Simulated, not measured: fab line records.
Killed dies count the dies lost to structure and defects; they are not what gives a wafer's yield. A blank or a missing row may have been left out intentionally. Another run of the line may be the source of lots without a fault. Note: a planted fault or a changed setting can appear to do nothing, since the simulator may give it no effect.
Split-lot experiment / flow n5Finfet / 21 wafers read from 7 lots, route of 1938 steps

== ON THE SPLIT ==
At N5_BEOL_M10_COAT_22 (resist thk 90 nm), the setting spinRpm was moved away from the recipe's 1500 rpm on 8 of the 21 wafers read, by -7.7% to +10.5%. All remaining wafers had this setting at the recipe value.

== FROM THE SPLIT TO THE READING: what the file shows between them, 3 steps ==
- N5_BEOL_M10_EBR_24
- N5_BEOL_M10_SOFTBAKE_23: time 60 s
- N5_BEOL_M10_DESCUM_33: chemistry O2, time 7.9 s

== THE READING ==
CAR-ArF_of_BEOL_M10_COAT_22.thkNm (the simulator's own value, which no gauge read), in nm, at N5_BEOL_M10_ETCH_65 (etches SiARC in CF4, target depth 39 nm, time 65 s). The file gives no usual value for it. Across the 13 wafers here that went through the recipe, the average is 55.8 nm and the standard deviation 0.57 nm.

wafer=L078.3; tool, chamber at the split=lithoTrack-04, 0; spinRpm as run, rpm=1500; against the recipe=recipe; CAR-ArF_of_BEOL_M10_COAT_22.thkNm, nm=55.6; against lot-mates on the recipe=-
wafer=L078.4; tool, chamber at the split=lithoTrack-04, 0; spinRpm as run, rpm=1651; against the recipe=+10.1%; CAR-ArF_of_BEOL_M10_COAT_22.thkNm, nm=51.4; against lot-mates on the recipe=-4.2
wafer=L078.5; tool, chamber at the split=lithoTrack-04, 0; spinRpm as run, rpm=1500; against the recipe=recipe; CAR-ArF_of_BEOL_M10_COAT_22.thkNm, nm=55.6; against lot-mates on the recipe=-
wafer=L079.1; tool, chamber at the split=lithoTrack-03, 0; spinRpm as run, rpm=1500; against the recipe=recipe; CAR-ArF_of_BEOL_M10_COAT_22.thkNm, nm=55.8; against lot-mates on the recipe=-
wafer=L079.4; tool, chamber at the split=lithoTrack-03, 0; spinRpm as run, rpm=1500; against the recipe=recipe; CAR-ArF_of_BEOL_M10_COAT_22.thkNm, nm=55.6; against lot-mates on the recipe=-
wafer=L079.6; tool, chamber at the split=lithoTrack-03, 0; spinRpm as run, rpm=1500; against the recipe=recipe; CAR-ArF_of_BEOL_M10_COAT_22.thkNm, nm=55.4; against lot-mates on the recipe=-
wafer=L082.2; tool, chamber at the split=lithoTrack-03, 0; spinRpm as run, rpm=1500; against the recipe=recipe; CAR-ArF_of_BEOL_M10_COAT_22.thkNm, nm=56.4; against lot-mates on the recipe=-
wafer=L082.3; tool, chamber at the split=lithoTrack-03, 0; spinRpm as run, rpm=1384; against the recipe=-7.7%; CAR-ArF_of_BEOL_M10_COAT_22.thkNm, nm=59.4; against lot-mates on the recipe=+3.0
wafer=L082.6; tool, chamber at the split=lithoTrack-03, 0; spinRpm as run, rpm=1384; against the recipe=-7.7%; CAR-ArF_of_BEOL_M10_COAT_22.thkNm, nm=60; against lot-mates on the recipe=+3.6
wafer=L084.2; tool, chamber at the split=lithoTrack-04, 0; spinRpm as run, rpm=1500; against the recipe=recipe; CAR-ArF_of_BEOL_M10_COAT_22.thkNm, nm=56; against lot-mates on the recipe=-
wafer=L084.3; tool, chamber at the split=lithoTrack-04, 0; spinRpm as run, rpm=1500; against the recipe=recipe; CAR-ArF_of_BEOL_M10_COAT_22.thkNm, nm=56.4; against lot-mates on the recipe=-
wafer=L084.5; tool, chamber at the split=lithoTrack-04, 0; spinRpm as run, rpm=1500; against the recipe=recipe; CAR-ArF_of_BEOL_M10_COAT_22.thkNm, nm=55.8; against lot-mates on the recipe=-
wafer=L085.2; tool, chamber at the split=lithoTrack-04, 0; spinRpm as run, rpm=1608; against the recipe=+7.2%; CAR-ArF_of_BEOL_M10_COAT_22.thkNm, nm=52.4; against lot-mates on the recipe=-1.8
wafer=L085.3; tool, chamber at the split=lithoTrack-04, 0; spinRpm as run, rpm=1608; against the recipe=+7.2%; CAR-ArF_of_BEOL_M10_COAT_22.thkNm, nm=52.2; against lot-mates on the recipe=-2.0
wafer=L085.6; tool, chamber at the split=lithoTrack-04, 0; spinRpm as run, rpm=1500; against the recipe=recipe; CAR-ArF_of_BEOL_M10_COAT_22.thkNm, nm=54.2; against lot-mates on the recipe=-
wafer=L090.1; tool, chamber at the split=lithoTrack-04, 0; spinRpm as run, rpm=1500; against the recipe=recipe; CAR-ArF_of_BEOL_M10_COAT_22.thkNm, nm=56; against lot-mates on the recipe=-
wafer=L090.2; tool, chamber at the split=lithoTrack-04, 0; spinRpm as run, rpm=1500; against the recipe=recipe; CAR-ArF_of_BEOL_M10_COAT_22.thkNm, nm=56.2; against lot-mates on the recipe=-
wafer=L090.4; tool, chamber at the split=lithoTrack-04, 0; spinRpm as run, rpm=1440; against the recipe=-4.0%; CAR-ArF_of_BEOL_M10_COAT_22.thkNm, nm=57.6; against lot-mates on the recipe=+1.5
wafer=L092.2; tool, chamber at the split=lithoTrack-02, 0; spinRpm as run, rpm=1658; against the recipe=+10.5%; CAR-ArF_of_BEOL_M10_COAT_22.thkNm, nm=51.8; against lot-mates on the recipe=-4.6
wafer=L092.5; tool, chamber at the split=lithoTrack-02, 0; spinRpm as run, rpm=1658; against the recipe=+10.5%; CAR-ArF_of_BEOL_M10_COAT_22.thkNm, nm=52.8; against lot-mates on the recipe=-3.6
wafer=L092.6; tool, chamber at the split=lithoTrack-02, 0; spinRpm as run, rpm=1500; against the recipe=recipe; CAR-ArF_of_BEOL_M10_COAT_22.thkNm, nm=56.4; against lot-mates on the recipe=-

FIT RESULTS
A straight line over all 21 wafers: CAR-ArF_of_BEOL_M10_COAT_22.thkNm changes by -0.424 nm for each +1% of spinRpm; r = -0.96; the points scatter about the line by 0.64 nm.
The same after taking each lot's own level away (the mean of its wafers on the recipe; 21 wafers): -0.383 nm for each +1%; r = -0.98; scatter 0.37 nm.
On that fit, the largest move of spinRpm shifts the reading by 4 nm.
The span of the lots' own levels, 54.20 to 56.40 nm, comes to 3.9 times the standard deviation stated above.
So the lot-to-lot level changes the slope: the two fits differ.
Check: for one of the wafers moved furthest among these (+10.5%), held out of the fit, the line's prediction against its lot-mates is -3.77 nm. Against them it came out at -4.6 nm.

== OTHER SPLITS APPLIED TO THESE WAFERS ==
Note: prior to the reading, these wafers also went through further splits. Each is held against what the fit with the lots' levels taken away leaves over:
other split on the same wafers=N5_BEOL_M9_TRENCH_ETCH_37 timeS; wafers away from the commonest value=8; r with CAR-ArF_of_BEOL_M10_COAT_22.thkNm (lot level and that fit taken away)=-0.23
other split on the same wafers=N5_BEOL_M10_COAT_64 spinRpm; wafers away from the commonest value=5; r with CAR-ArF_of_BEOL_M10_COAT_22.thkNm (lot level and that fit taken away)=+0.30

== THE WHOLE CHAIN: every reading that the file lists as answering this split, in the file's order ==
step=N5_BEOL_M10_COAT_22; what it does=resist thk 90 nm; reading=CAR-ArF_of_BEOL_M10_COAT_22.thkNm (the simulator's own value, which no gauge read); change (the file's fit)=-0.44 nm for each +1% of the setting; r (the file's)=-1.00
step=N5_BEOL_M10_DESCUM_33; what it does=chemistry O2, time 7.9 s; reading=CAR-ArF_of_BEOL_M10_COAT_22.thkNm (the simulator's own value, which no gauge read); change (the file's fit)=-0.445 nm for each +1% of the setting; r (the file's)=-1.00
step=N5_BEOL_M10_ETCH_65; what it does=etches SiARC in CF4, target depth 39 nm, time 65 s; reading=CAR-ArF_of_BEOL_M10_COAT_22.thkNm (the simulator's own value, which no gauge read); change (the file's fit)=-0.384 nm for each +1% of the setting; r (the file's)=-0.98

== THE FILE'S OWN FIT ==
CAR-ArF_of_BEOL_M10_COAT_22.thkNm changes by -0.384 nm for each +1% of spinRpm, r = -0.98.
